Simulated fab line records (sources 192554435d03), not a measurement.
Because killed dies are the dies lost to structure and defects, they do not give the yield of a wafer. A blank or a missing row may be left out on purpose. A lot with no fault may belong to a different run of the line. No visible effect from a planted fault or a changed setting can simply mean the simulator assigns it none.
Split-lot trial | flow n5_finfet | 39 wafers read from 7 lots, route of 1938 steps

## ABOUT THE SPLIT
At N5_MOL_CONTACT_COAG_EXPOSE_81 (exposes mask VG, defocus 0 nm), the setting dose_mj was moved away from the recipe's 59.5 on 15 of the 39 wafers read, by -7.2% to +7.5%. For the rest of the wafers, this setting stayed at what the recipe calls for.

## FROM THE SPLIT TO THE READING: what the file shows between them, 5 steps
- N5_MOL_CONTACT_COAG_PEB_82: peb time 60 s
- N5_MOL_CONTACT_COAG_DEVELOP_83: develop time 30 s
- N5_MOL_CONTACT_COAG_CD_MEAS_84: target cd 25.1 nm
- N5_MOL_CONTACT_COAG_PRECLEAN_144: cleans in alkaline clean, time 60 s
- N5_MOL_CONTACT_COAG_SRD_145: time 30 s

## THE READING
Shown in nm: cd_nm at N5_MOL_CONTACT_COAG_CD_MEAS_137, with target cd 16 nm. Typical for fault-free wafers on this fab line: 15.9 nm, with standard deviation 0.32 nm.

wafer  | tool, chamber at the split | dose_mj as run | against the recipe | cd_nm, nm | against lot-mates on the recipe
L074.1 | euv_scanner-01, 0          | 61.11          | +2.7%              | 16.3      | +0.6
L074.2 | euv_scanner-01, 0          | 61.11          | +2.7%              | 16.1      | +0.4
L074.3 | euv_scanner-01, 0          | 59.5           | recipe             | 15.9      | -
L074.4 | euv_scanner-01, 0          | 59.5           | recipe             | 15.4      | -
L074.5 | euv_scanner-01, 0          | 61.11          | +2.7%              | 16.2      | +0.5
L074.6 | euv_scanner-01, 0          | 59.5           | recipe             | 15.8      | -
L076.1 | euv_scanner-02, 0          | 59.5           | recipe             | 15.7      | -
L076.2 | euv_scanner-02, 0          | 59.5           | recipe             | 15.4      | -
L076.3 | euv_scanner-02, 0          | 59.5           | recipe             | 16.0      | -
L076.4 | euv_scanner-02, 0          | 59.5           | recipe             | 16.0      | -
L076.5 | euv_scanner-02, 0          | 59.5           | recipe             | 16.6      | -
L076.6 | euv_scanner-02, 0          | 59.5           | recipe             | 16.3      | -
L078.1 | euv_scanner-02, 0          | 59.5           | recipe             | 15.7      | -
L078.2 | euv_scanner-02, 0          | 63.98          | +7.5%              | 16.5      | +1.0
L078.3 | euv_scanner-02, 0          | 63.98          | +7.5%              | 16.5      | +1.0
L078.4 | euv_scanner-02, 0          | 63.98          | +7.5%              | 16.8      | +1.3
L078.5 | euv_scanner-02, 0          | 59.5           | recipe             | 15.5      | -
L078.6 | euv_scanner-02, 0          | 59.5           | recipe             | 15.2      | -
L081.1 | euv_scanner-02, 0          | 55.33          | -7.0%              | 14.4      | -1.4
L081.2 | euv_scanner-02, 0          | 59.5           | recipe             | 15.7      | -
L081.3 | euv_scanner-02, 0          | 55.33          | -7.0%              | 14.4      | -1.4
L081.4 | euv_scanner-02, 0          | 59.5           | recipe             | 16.0      | -
L081.5 | euv_scanner-02, 0          | 55.33          | -7.0%              | 14.0      | -1.8
L081.6 | euv_scanner-02, 0          | 59.5           | recipe             | 15.8      | -
L094.1 | euv_scanner-02, 0          | 59.5           | recipe             | 15.9      | -
L094.2 | euv_scanner-02, 0          | 59.5           | recipe             | 15.9      | -
L094.3 | euv_scanner-02, 0          | 55.19          | -7.2%              | 14.1      | -1.8
L094.4 | euv_scanner-02, 0          | 55.19          | -7.2%              | 14.3      | -1.6
L094.5 | euv_scanner-02, 0          | 55.19          | -7.2%              | 13.8      | -2.1
L094.6 | euv_scanner-02, 0          | 59.5           | recipe             | 15.8      | -
L095.1 | euv_scanner-01, 0          | 55.88          | -6.1%              | 14.2      | -1.8
L095.2 | euv_scanner-01, 0          | 55.88          | -6.1%              | 14.5      | -1.5
L095.3 | euv_scanner-01, 0          | 59.5           | recipe             | 16.6      | -
L095.4 | euv_scanner-01, 0          | 59.5           | recipe             | 15.7      | -
L095.5 | euv_scanner-01, 0          | 55.88          | -6.1%              | 14.4      | -1.6
L095.6 | euv_scanner-01, 0          | 59.5           | recipe             | 15.8      | -
L096.2 | euv_scanner-01, 0          | 59.5           | recipe             | 15.9      | -
L096.4 | euv_scanner-01, 0          | 59.5           | recipe             | 16.2      | -
L096.5 | euv_scanner-01, 0          | 59.5           | recipe             | 15.9      | -

FIT RESULTS
A straight line over all 39 wafers: cd_nm changes by +0.189 nm for each +1% of dose_mj; r = +0.90; the points scatter about the line by 0.36 nm.
The same after taking each lot's own level away (the mean of its wafers on the recipe; 39 wafers): +0.213 nm for each +1%; r = +0.95; scatter 0.29 nm.
The reading moves by 1.6 nm for the largest change in dose_mj, on that fit.
The span of the lots' own levels, 15.47 to 16.03 nm, comes to 1.8 times the standard deviation stated above.
In other words, the slope is changed by the lot-to-lot level; the two fits disagree.
Check: with one of the wafers moved furthest among these (+7.5%) left out of the fit, the line predicts +1.58 nm for it against its lot-mates. It came out at +1.03 nm against them.

## THE WHOLE CHAIN: every reading that the file lists as answering this split, in the file's order
step                            | what it does      | reading | change (the file's fit)               | r (the file's)
N5_MOL_CONTACT_COAG_CD_MEAS_84  | target cd 25.1 nm | cd_nm   | +0.208 nm for each +1% of the setting | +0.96
N5_MOL_CONTACT_COAG_CD_MEAS_137 | target cd 16 nm   | cd_nm   | +0.216 nm for each +1% of the setting | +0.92

## THE FILE'S OWN FIT
cd_nm changes by +0.216 nm for each +1% of dose_mj, r = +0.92.
